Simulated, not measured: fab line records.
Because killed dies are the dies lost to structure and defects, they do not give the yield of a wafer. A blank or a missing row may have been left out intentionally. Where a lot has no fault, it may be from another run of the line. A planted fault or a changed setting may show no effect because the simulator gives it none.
fab line records    flow nandHarc
record lots=7  wafers=21  lastDay=33
route steps=1302 shown P_STI@102 P_GATE@110 END@1302
lots that met no fault: taken from a fault-free run of the same line
startH: the number of hours between the record's first day and the start of the first shown wafer of the lot    waitH: time in hours since the lot's previous step    " unchanged from the row above    L1.1+2: several wafers, shown together as one row    - no value, or no start was given    * or withheld: withheld    < > ~ a bound
route shown NAME@n: a module of which the file shows steps, and the number in the route of the first    usual: mean/standard deviation taken from wafers without a fault    same: alike in all rows    chamber/n: place in a boat    sites: each site's reading    _std_site: how widely they spread, as a standard deviation    _edge_site: the outer-site mean with the inner-site mean subtracted    radiusMm: how far each site lies from the wafer's centre    mask NAME#n: copy n    behind: the most recent tool/chamber to have shaped the wafer    hold: why the lot went on hold/how many hours it stayed there/how the hold came to an end    device: transistor that didn't switch, given as n, p or np    end of line: tests of these same wafers at the route's end    a step without rows: its recipe alone    killed: dies lost to structure and defects at the first sort, not the wafer's yield    map: a wafer's dies, marking killed ones x, the rest . and places with no die _
set.NAME: the setting that was run; set.NAME@STEP: the one run at that earlier step    model.NAME: the simulator's own value behind a step, which no gauge read
lots at selected steps of the route; one table per step, one row per wafer
services: the hour from which a tool's chamber was out of use, counted from the record's first day as startH (under 0 if before that day), plus the number of hours and why
## steps
# step NHARC_P_STI_SRD_35
# step NHARC_P_STI_ETCH_36
# recipe targetDepthA=388  chemistry=dHF  material=SiO2
# step NHARC_P_STI_STRIP_24
# recipe tempC=160  chemistry=H3PO4  material=Si3N4
# step NHARC_P_STI_ETCH_37
# recipe targetDepthA=110  chemistry=dHF  material=SiO2
# step NHARC_P_STI_PRECLEAN_38
# recipe timeS=*  tempC=50  bathAgeMin=0  chemistry=SC1
# step NHARC_P_STI_SRD_39
# step NHARC_P_STI_OXIDE_40
# recipe targetThkA=100  tempC=900  oxTimeS=1362  material=SiO2
# step NHARC_P_STI_INSPECT_25
# usual rawDefectCount=237/100
lot.wafer  tool              chamber  startH  waitH  rawDefectCount
L511.1     defectInspect-02  -        111.03  0.4    203
L511.5     "                 -        "       "      157
L511.6     "                 -        "       "      151
L514.1     defectInspect-02  -        144.10  0.4    190
L514.4     "                 -        "       "      150
L514.5     "                 -        "       "      143
L515.3     defectInspect-02  -        156.64  0.4    129
L515.4     "                 -        "       "      218
L515.6     "                 -        "       "      167
L521.1     defectInspect-01  -        219.00  0.4    133
L521.3     "                 -        "       "      114
L521.5     "                 -        "       "      166
L526.3     defectInspect-02  -        260.19  0.4    324
L526.5     "                 -        "       "      247
L526.6     "                 -        "       "      191
L527.3     defectInspect-02  -        271.03  0.4    360
L527.4     "                 -        "       "      302
L527.6     "                 -        "       "      195
L528.1     defectInspect-01  -        289.40  0.4    256
L528.5     "                 -        "       "      218
L528.6     "                 -        "       "      164
# step NHARC_P_GATE_ETCH_69
# recipe targetDepthA=140  chemistry=dHF  material=SiO2
# step NHARC_P_GATE_PRECLEAN_70
# recipe timeS=*  tempC=50  bathAgeMin=0  chemistry=SC1
# step NHARC_P_GATE_SRD_01
# step NHARC_P_GATE_OXIDE_02
# recipe targetThkA=375  tempC=950  pH2oTorr=720  oxTimeS=365  material=SiO2
# usual zonePowerBottomPct=28.6/2  zonePowerTopPct=40/3.8
lot.wafer  tool        chamber  startH  waitH  zonePowerBottomPct  zonePowerTopPct
L511.1     furnace-01  0        114.75  -      29.7                36
L511.5     "           0        "       "      29.5                37
L511.6     "           0        "       "      29.2                36
L514.1     furnace-07  0        147.46  -      30.4                46
L514.4     "           0        "       "      30.9                46
L514.5     "           0        "       "      30.4                45
L514.1     furnace-06  0        152.13  0.4    26.5                38
L514.4     "           0        "       "      26.4                39
L514.5     "           0        "       "      26.3                39
L515.3     furnace-06  0        160.24  -      25.8                39
L515.4     "           0        "       "      26.2                38
L515.6     "           0        "       "      26.3                40
L515.3     furnace-06  0        164.84  0.4    26.4                38
L515.4     "           0        "       "      26.0                39
L515.6     "           0        "       "      26.0                39
L521.1     furnace-07  0        222.36  -      30.6                46
L521.3     "           0        "       "      30.5                45
L521.5     "           0        "       "      30.7                46
L521.1     furnace-07  0        226.98  0.4    30.3                46
L521.3     "           0        "       "      30.2                46
L521.5     "           0        "       "      30.4                46
L526.3     furnace-06  0        264.95  -      26.1                39
L526.5     "           0        "       "      26.4                39
L526.6     "           0        "       "      26.2                39
L527.3     furnace-07  0        279.09  -      31.1                45
L527.4     "           0        "       "      30.7                47
L527.6     "           0        "       "      31.2                46
L528.1     furnace-06  0        293.00  -      26.1                39
L528.5     "           0        "       "      26.4                39
L528.6     "           0        "       "      26.0                39
# step NHARC_P_GATE_DEHYDRATE_03
# recipe tempC=150  timeS=120
# step NHARC_END_SORT_01
# recipe tempC=25
# usual killedAtArray=52/16  killedAtOther=0.8/0.98  killedAtPeriphery=4.2/2.9  killedDies=57/16  killedOpen=3.3/1.9  killedShort=2.5/1.5
# same grossDies=677
lot.wafer  tool       chamber  startH  waitH  killedAtArray  killedAtOther  killedAtPeriphery  killedDies  killedOpen  killedShort
L511.1     prober-01  0        595.43  2.5    53             0              1                  54          1           3
L511.5     prober-01  0        598.65  3.7    41             1              9                  51          5           6
L511.6     prober-01  0        599.45  4.0    54             0              3                  57          3           2
L514.1     prober-01  0        624.73  2.5    93             0              584                677         3           0
L514.4     prober-01  0        627.15  3.4    81             0              596                677         4           1
L514.5     prober-01  0        627.95  3.7    69             0              608                677         2           1
L515.3     prober-01  0        641.67  3.1    48             2              627                677         1           2
L515.4     prober-01  0        642.47  3.4    59             0              618                677         4           2
L515.6     prober-01  0        644.06  4.0    55             0              622                677         6           4
L521.1     prober-01  0        694.24  2.5    49             2              626                677         2           3
L521.3     prober-01  0        695.83  3.1    44             0              633                677         2           3
L521.5     prober-01  0        697.42  3.7    55             1              621                677         2           1
L526.3     prober-01  0        753.06  3.1    50             0              2                  52          2           1
L526.5     prober-01  0        754.67  3.7    46             0              5                  51          4           0
L526.6     prober-01  0        755.48  4.0    47             0              5                  52          6           3
# killed by level:class
L511.1 A_CHANNEL_HOLE_D2:chamberFilmFlake=23 A_CHANNEL_HOLE_D1:chamberFilmFlake=15 A_M1:chamberFilmFlake=4 A_CHANNEL_FILL_D1:chamberFilmFlake=3 A_DECK1_JOINT:chamberFilmFlake=3 P_M2:geometricParticle:short=1 A_SOURCE_PLATE:geometricParticle:short=1 A_ONON_D1:geometricParticle:open=1
L511.5 A_CHANNEL_HOLE_D2:chamberFilmFlake=15 A_CHANNEL_HOLE_D1:chamberFilmFlake=12 P_GATE:chamberFilmFlake=4 A_M1:chamberFilmFlake=3 A_DECK1_JOINT:geometricParticle:short=2 A_CHANNEL_FILL_D1:chamberFilmFlake=2 P_GATE:geometricParticle:open=1 P_M1:geometricParticle:open=1
L511.6 A_CHANNEL_HOLE_D2:chamberFilmFlake=22 A_CHANNEL_HOLE_D1:chamberFilmFlake=21 A_M1:chamberFilmFlake=4 P_GATE:chamberFilmFlake=2 A_CONTACT:chamberFilmFlake=2 P_GATE:geometricParticle:open=1 A_CHANNEL_HOLE_D1:geometricParticle:short=1 A_CHANNEL_HOLE_D2:geometricParticle:open=1
L514.1 P_GATE:areaOxide=583 A_SLIT:chamberFilmFlake=38 A_CHANNEL_HOLE_D1:chamberFilmFlake=32 A_CHANNEL_HOLE_D2:chamberFilmFlake=11 A_STAIRCASE:chamberFilmFlake=3 A_WL_FILL:geometricParticle:open=2 A_M0:geometricParticle:open=1 P_STI:chamberFilmFlake=1
L514.4 P_GATE:areaOxide=593 A_SLIT:chamberFilmFlake=29 A_CHANNEL_HOLE_D1:chamberFilmFlake=23 A_CHANNEL_HOLE_D2:chamberFilmFlake=11 A_WL_FILL:chamberFilmFlake=6 A_M0:chamberFilmFlake=4 A_CONTACT:chamberFilmFlake=3 A_CHANNEL_FILL_D1:chamberFilmFlake=2
L514.5 P_GATE:areaOxide=606 A_SLIT:chamberFilmFlake=29 A_CHANNEL_HOLE_D1:chamberFilmFlake=19 A_CHANNEL_HOLE_D2:chamberFilmFlake=13 P_ZERO_WELL:chamberFilmFlake=2 A_WL_FILL:chamberFilmFlake=2 A_CONTACT:chamberFilmFlake=2 A_CHANNEL_HOLE_D1:geometricParticle:short=1
L515.3 P_GATE:areaOxide=624 A_SLIT:chamberFilmFlake=24 A_CHANNEL_HOLE_D2:chamberFilmFlake=13 A_CHANNEL_HOLE_D1:chamberFilmFlake=4 P_CONTACT:chamberFilmFlake=2 A_STAIRCASE:chamberFilmFlake=2 A_WL_FILL:chamberFilmFlake=2 P_M1:geometricParticle:open=1
L515.4 P_GATE:areaOxide=608 A_SLIT:chamberFilmFlake=30 A_CHANNEL_HOLE_D2:chamberFilmFlake=14 P_CONTACT:chamberFilmFlake=5 A_STAIRCASE:chamberFilmFlake=4 A_WL_FILL:chamberFilmFlake=4 A_CHANNEL_FILL_D1:chamberFilmFlake=2 P_M0:geometricParticle:open=1
L515.6 P_GATE:areaOxide=610 A_SLIT:chamberFilmFlake=28 A_CHANNEL_HOLE_D2:chamberFilmFlake=9 P_CONTACT:chamberFilmFlake=5 P_ZERO_WELL:chamberFilmFlake=3 A_WL_FILL:chamberFilmFlake=3 A_CONTACT:chamberFilmFlake=3 A_CHANNEL_FILL_D2:geometricParticle:open=2
L521.1 P_GATE:areaOxide=624 A_CHANNEL_HOLE_D1:chamberFilmFlake=33 A_STAIRCASE:chamberFilmFlake=4 A_SLIT:chamberFilmFlake=3 THIN_TSV:chamberFilmFlake=2 A_ONON_D2:geometricParticle:open=1 A_ONON_D2:geometricParticle:short=1 A_CHANNEL_FILL_D2:geometricParticle:short=1
L521.3 P_GATE:areaOxide=631 A_CHANNEL_HOLE_D1:chamberFilmFlake=25 A_STAIRCASE:chamberFilmFlake=5 A_CONTACT:chamberFilmFlake=4 A_SLIT:chamberFilmFlake=3 A_WL_FILL:geometricParticle:short=2 A_SOURCE_PLATE:geometricParticle:short=1 A_ONON_D1:geometricParticle:open=1
L521.5 P_GATE:areaOxide=619 A_CHANNEL_HOLE_D1:chamberFilmFlake=31 A_STAIRCASE:chamberFilmFlake=8 A_SLIT:chamberFilmFlake=7 A_CONTACT:chamberFilmFlake=3 A_WL_FILL:chamberFilmFlake=2 A_WL_FILL:geometricParticle:short=1 A_M1:geometricParticle:open=1
L526.3 A_CHANNEL_HOLE_D2:chamberFilmFlake=22 A_CHANNEL_HOLE_D1:chamberFilmFlake=13 A_SLIT:chamberFilmFlake=9 A_WL_FILL:chamberFilmFlake=3 P_M0:geometricParticle:open=1 A_DECK1_JOINT:geometricParticle:short=1 A_BLC:geometricParticle:open=1 P_GATE:chamberFilmFlake=1
L526.5 A_CHANNEL_HOLE_D2:chamberFilmFlake=22 A_CHANNEL_HOLE_D1:chamberFilmFlake=12 A_SLIT:chamberFilmFlake=5 A_CONTACT:chamberFilmFlake=3 P_STI:geometricParticle:open=1 P_GATE:geometricParticle:open=1 P_CONTACT:geometricParticle:open=1 A_ONON_D1:geometricParticle:open=1
L526.6 A_CHANNEL_HOLE_D2:chamberFilmFlake=15 A_CONTACT:chamberFilmFlake=8 A_CHANNEL_HOLE_D1:chamberFilmFlake=7 A_SLIT:chamberFilmFlake=6 P_GATE:chamberFilmFlake=3 A_WL_FILL:chamberFilmFlake=3 A_CHANNEL_FILL_D1:geometricParticle:short=2 A_ONON_D2:geometricParticle:open=2
# map L514.1 (x killed, . not)
____________x____________
_________xxxxxxx_________
_______xxxxxxxxxxx_______
______xxxxxxxxxxxxx______
_____xxxxxxxxxxxxxxx_____
____xxxxxxxxxxxxxxxxx____
____xxxxxxxxxxxxxxxxx____
___xxxxxxxxxxxxxxxxxxx___
___xxxxxxxxxxxxxxxxxxx___
__xxxxxxxxxxxxxxxxxxxxx__
__xxxxxxxxxxxxxxxxxxxxx__
_xxxxxxxxxxxxxxxxxxxxxxx_
_xxxxxxxxxxxxxxxxxxxxxxx_
_xxxxxxxxxxxxxxxxxxxxxxx_
_xxxxxxxxxxxxxxxxxxxxxxx_
_xxxxxxxxxxxxxxxxxxxxxxx_
xxxxxxxxxxxxxxxxxxxxxxxxx
xxxxxxxxxxxxxxxxxxxxxxxxx
xxxxxxxxxxxxxxxxxxxxxxxxx
xxxxxxxxxxxxxxxxxxxxxxxxx
xxxxxxxxxxxxxxxxxxxxxxxxx
_xxxxxxxxxxxxxxxxxxxxxxx_
_xxxxxxxxxxxxxxxxxxxxxxx_
_xxxxxxxxxxxxxxxxxxxxxxx_
_xxxxxxxxxxxxxxxxxxxxxxx_
_xxxxxxxxxxxxxxxxxxxxxxx_
__xxxxxxxxxxxxxxxxxxxxx__
__xxxxxxxxxxxxxxxxxxxxx__
___xxxxxxxxxxxxxxxxxxx___
___xxxxxxxxxxxxxxxxxxx___
____xxxxxxxxxxxxxxxxx____
____xxxxxxxxxxxxxxxxx____
_____xxxxxxxxxxxxxxx_____
______xxxxxxxxxxxxx______
_______xxxxxxxxxxx_______
_________xxxxxxx_________
____________x____________
# map L515.3 (x killed, . not)
____________x____________
_________xxxxxxx_________
_______xxxxxxxxxxx_______
______xxxxxxxxxxxxx______
_____xxxxxxxxxxxxxxx_____
____xxxxxxxxxxxxxxxxx____
____xxxxxxxxxxxxxxxxx____
___xxxxxxxxxxxxxxxxxxx___
___xxxxxxxxxxxxxxxxxxx___
__xxxxxxxxxxxxxxxxxxxxx__
__xxxxxxxxxxxxxxxxxxxxx__
_xxxxxxxxxxxxxxxxxxxxxxx_
_xxxxxxxxxxxxxxxxxxxxxxx_
_xxxxxxxxxxxxxxxxxxxxxxx_
_xxxxxxxxxxxxxxxxxxxxxxx_
_xxxxxxxxxxxxxxxxxxxxxxx_
xxxxxxxxxxxxxxxxxxxxxxxxx
xxxxxxxxxxxxxxxxxxxxxxxxx
xxxxxxxxxxxxxxxxxxxxxxxxx
xxxxxxxxxxxxxxxxxxxxxxxxx
xxxxxxxxxxxxxxxxxxxxxxxxx
_xxxxxxxxxxxxxxxxxxxxxxx_
_xxxxxxxxxxxxxxxxxxxxxxx_
_xxxxxxxxxxxxxxxxxxxxxxx_
_xxxxxxxxxxxxxxxxxxxxxxx_
_xxxxxxxxxxxxxxxxxxxxxxx_
__xxxxxxxxxxxxxxxxxxxxx__
__xxxxxxxxxxxxxxxxxxxxx__
___xxxxxxxxxxxxxxxxxxx___
___xxxxxxxxxxxxxxxxxxx___
____xxxxxxxxxxxxxxxxx____
____xxxxxxxxxxxxxxxxx____
_____xxxxxxxxxxxxxxx_____
______xxxxxxxxxxxxx______
_______xxxxxxxxxxx_______
_________xxxxxxx_________
____________x____________
## services
tool        chamber  startH  hours  kind
furnace-06  -        95.59   19.1   repair
furnace-01  -        209.32  26.0   pm
furnace-01  -        269.57  8.0    repair
## key
firstSign step=NHARC_P_GATE_OXIDE_02  reading=visit  direction=added
effect step=NHARC_END_SORT_01  reading=killedAtPeriphery  direction=up  sigmas=99+  usual=4.2  struck=615
moreKillsBornAt NHARC_P_GATE_OXIDE_02@furnace-06=3624  NHARC_P_GATE_OXIDE_02@furnace-07=1874
metAt NHARC_P_GATE_OXIDE_02
struckWafers L514.1,L514.4,L514.5,L515.3,L515.4,L515.6,L521.1,L521.3,L521.5
laterRowsLeftOut L514.1,L514.4,L514.5,L515.3,L515.4,L515.6,L521.1,L521.3,L521.5
testerLeftOut L514,L515,L521
fault kind=repeatedStepWhole  tool=furnace-01,furnace-06,furnace-07  chamber=-  onsetH=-  steps=NHARC_P_GATE_OXIDE_02  times=1  scope=struckLotsOnly
# testerLeftOut: of these lots the tester's yield and bins aren't shown, on N5 and GAA mostly nor the transistor test; their killed dies are dies lost to structure and defects alone, not to doping, threshold or leakage, so they don't give the yield
# laterRowsLeftOut: the simulator's readings of these wafers behind a module that went badly wrong aren't trusted and aren't shown, but for the sort
